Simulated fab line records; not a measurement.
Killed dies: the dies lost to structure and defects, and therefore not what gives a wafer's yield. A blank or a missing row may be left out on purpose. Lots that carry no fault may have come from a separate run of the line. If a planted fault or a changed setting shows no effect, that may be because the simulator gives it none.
The tool behind it: which one?	flow n5_finfet	Sampling: 24 lots, 72 wafers, 4 of 1938 route steps

## WHAT EACH GAUGE READ, for each wafer
N5_BEOL_M11_CD_MEAS_35: target cd 70 nm.
lot	measured	on	cd_nm (nm)
L074	day 10 11:51	cd_sem-02	69.6 70.9 70.8
L075	day 10 15:25	cd_sem-02	71.4 70.1 70.4
L076	day 10 21:10	cd_sem-02	69.8 69.4 69.7
L077	day 10 21:37	cd_sem-01	71.2 69.8 71.2
L079	day 11 10:19	cd_sem-01	69.7 70.2 69.7
L078	day 11 10:47	cd_sem-03	69.4 69.1 69.7
L080	day 11 19:41	cd_sem-02	69.9 69.7 69.3
L081	day 12 00:41	cd_sem-02	70.0 69.7 70.5
L082	day 12 02:38	cd_sem-02	70.9 70.5 71.0
L083	day 12 15:31	cd_sem-02	70.1 70.2 70.1
L085	day 12 18:11	cd_sem-02	70.4 71.3 70.2
L084	day 12 18:50	cd_sem-02	70.6 70.6 70.2
L086	day 13 18:28	cd_sem-01	71.1 71.2 70.5
L087	day 13 22:23	cd_sem-03	69.0 70.1 69.4
L089	day 14 03:23	cd_sem-03	69.5 69.7 69.5
L088	day 14 12:17	cd_sem-01	70.2 69.9 69.7
L091	day 14 17:52	cd_sem-01	69.9 69.1 70.4
L090	day 15 05:46	cd_sem-01	69.6 70.1 71.1
L092	day 16 00:05	cd_sem-01	70.3 70.2 69.4
L093	day 16 18:53	cd_sem-03	69.2 69.5 69.6
L094	day 17 04:34	cd_sem-01	70.6 70.6 70.1
L096	day 17 04:53	cd_sem-02	70.4 70.5 70.2
L097	day 18 03:19	cd_sem-02	70.1 70.4 70.9
L095	day 18 12:52	cd_sem-02	69.6 69.7 71.2

N5_BEOL_M12_OVL_MEAS_29.
lot	measured	on	M12_OVL (nm)
L074	day 10 18:28	overlay-01	0 9 -6
L075	day 10 20:26	overlay-01	5 1 8
L076	day 11 01:26	overlay-01	0 -7 -9
L077	day 11 01:53	overlay-01	-1 -3 -2
L079	day 11 14:13	overlay-02	3 5 5
L078	day 11 14:35	overlay-02	10 -1 0
L080	day 11 23:44	overlay-01	-9 -3 -6
L081	day 12 04:28	overlay-01	0 2 4
L082	day 12 07:22	overlay-01	-5 10 -7
L083	day 12 19:11	overlay-01	3 -2 -3
L085	day 12 23:11	overlay-01	-2 -9 -5
L084	day 12 23:41	overlay-01	-11 0 -10
L086	day 13 22:11	overlay-01	6 0 -5
L087	day 14 02:43	overlay-01	-8 1 -1
L089	day 14 07:55	overlay-02	-12 -6 -9
L088	day 14 16:01	overlay-02	-8 6 -4
L091	day 14 23:06	overlay-01	-4 -7 -10
L090	day 15 10:37	overlay-01	7 -5 3
L092	day 16 04:19	overlay-01	-1 2 3
L093	day 16 23:32	overlay-02	0 -5 -8
L094	day 17 08:34	overlay-02	18 -3 13
L096	day 17 10:02	overlay-02	-5 1 -7
L097	day 18 08:52	overlay-02	-1 4 -11
L095	day 18 18:59	overlay-02	-2 -8 -7

N5_BEOL_M13_THK_MEAS_01.
lot	measured	on	M13_ILD_THK (nm)
L074	day 10 22:54	film_metro-02	819 822 830
L075	day 10 23:10	film_metro-01	824 824 828
L076	day 11 04:45	film_metro-01	835 824 847
L077	day 11 04:54	film_metro-01	819 831 839
L079	day 11 17:56	film_metro-01	819 813 825
L078	day 11 18:20	film_metro-01	836 828 836
L080	day 12 03:02	film_metro-01	835 813 834
L081	day 12 06:49	film_metro-01	843 856 850
L082	day 12 09:46	film_metro-02	813 827 860
L083	day 12 22:43	film_metro-02	845 852 828
L085	day 13 02:08	film_metro-01	830 849 837
L084	day 13 02:32	film_metro-01	848 850 840
L086	day 14 03:28	film_metro-02	841 823 852
L087	day 14 07:32	film_metro-01	820 825 828
L089	day 14 13:40	film_metro-01	840 837 839
L088	day 14 19:47	film_metro-02	820 836 839
L091	day 15 02:05	film_metro-02	845 827 838
L090	day 15 14:58	film_metro-01	837 833 852
L092	day 16 08:23	film_metro-02	829 823 851
L093	day 17 05:42	film_metro-01	832 850 838
L094	day 17 13:20	film_metro-01	826 845 856
L096	day 17 14:45	film_metro-02	829 840 838
L097	day 18 20:27	film_metro-02	822 818 829
L095	day 19 00:51	film_metro-01	820 829 839

## WHAT TOOL EACH LOT RAN ON (gives the tool, then ch and the chambers of the sampled wafers, and finally the start)
lot	N5_BEOL_M11_ANNEAL_51
L074	rtp_anneal-01 ch 0, day 10 16:02
L075	rtp_anneal-01 ch 0, day 10 17:37
L076	rtp_anneal-01 ch 0, day 10 22:55
L077	rtp_anneal-01 ch 0, day 10 23:26
L079	rtp_anneal-02 ch 0, day 11 11:58
L078	rtp_anneal-02 ch 0, day 11 12:26
L080	rtp_anneal-02 ch 0, day 11 21:16
L081	rtp_anneal-01 ch 0, day 12 02:19
L082	rtp_anneal-01 ch 0, day 12 05:04
L083	rtp_anneal-01 ch 0, day 12 16:58
L085	rtp_anneal-01 ch 0, day 12 20:58
L084	rtp_anneal-01 ch 0, day 12 21:27
L086	rtp_anneal-01 ch 0, day 13 19:46
L087	rtp_anneal-01 ch 0, day 14 00:39
L089	rtp_anneal-01 ch 0, day 14 05:26
L088	rtp_anneal-02 ch 0, day 14 13:51
L091	rtp_anneal-01 ch 0, day 14 20:49
L090	rtp_anneal-02 ch 0, day 15 08:13
L092	rtp_anneal-01 ch 0, day 16 01:46
L093	rtp_anneal-02 ch 0, day 16 21:21
L094	rtp_anneal-02 ch 0, day 17 06:14
L096	rtp_anneal-02 ch 0, day 17 07:43
L097	rtp_anneal-01 ch 0, day 18 06:29
L095	rtp_anneal-02 ch 0, day 18 16:40
- N5_BEOL_M11_ANNEAL_51: time 90 s.

## WHAT THE TOOLS THEMSELVES READ (means of the sampled wafers that have a number; where no wafer has one, the mark that the record gives instead)
N5_BEOL_M11_ANNEAL_51.
lot	tool	wafer_temp_C_max
L074	rtp_anneal-01	225.72
L075	rtp_anneal-01	225.51
L076	rtp_anneal-01	225.81
L077	rtp_anneal-01	225.82
L079	rtp_anneal-02	225.71
L078	rtp_anneal-02	225.85
L080	rtp_anneal-02	225.70
L081	rtp_anneal-01	225.80
L082	rtp_anneal-01	225.71
L083	rtp_anneal-01	225.92
L085	rtp_anneal-01	226.01
L084	rtp_anneal-01	226.04
L086	rtp_anneal-01	225.68
L087	rtp_anneal-01	225.94
L089	rtp_anneal-01	225.75
L088	rtp_anneal-02	225.77
L091	rtp_anneal-01	225.97
L090	rtp_anneal-02	225.63
L092	rtp_anneal-01	225.69
L093	rtp_anneal-02	225.56
L094	rtp_anneal-02	225.69
L096	rtp_anneal-02	225.84
L097	rtp_anneal-01	225.68
L095	rtp_anneal-02	225.57

## THE ANSWER, worked out from the rows above alone
Rule: the lots themselves supply what counts as usual. The widest of any qualifying gaps counts: lots, ordered by their means at a reading, are off when they make up no more than a third of the lots, leave a main group of 4 or more, and stand apart from it by 3 or more times the standard deviation of that group's means. A main group is skipped when, at the precision printed for the reading in the tables above, its means are all equal. A lot without any number at a reading at which 4 lots or more have one is off too. The other lots that the step has rows for count as sound. After the gauges, taken in route order, come the tools' own readings; for these a lot's mean is taken, as printed above. The first step at which some lot is off is used, and at that step the reading that is off furthest; a lot without a number counts as furthest.
No lot is off at any reading shown: from this, nothing can be told.

## WHAT WAS PUT IN BY THE SIMULATOR
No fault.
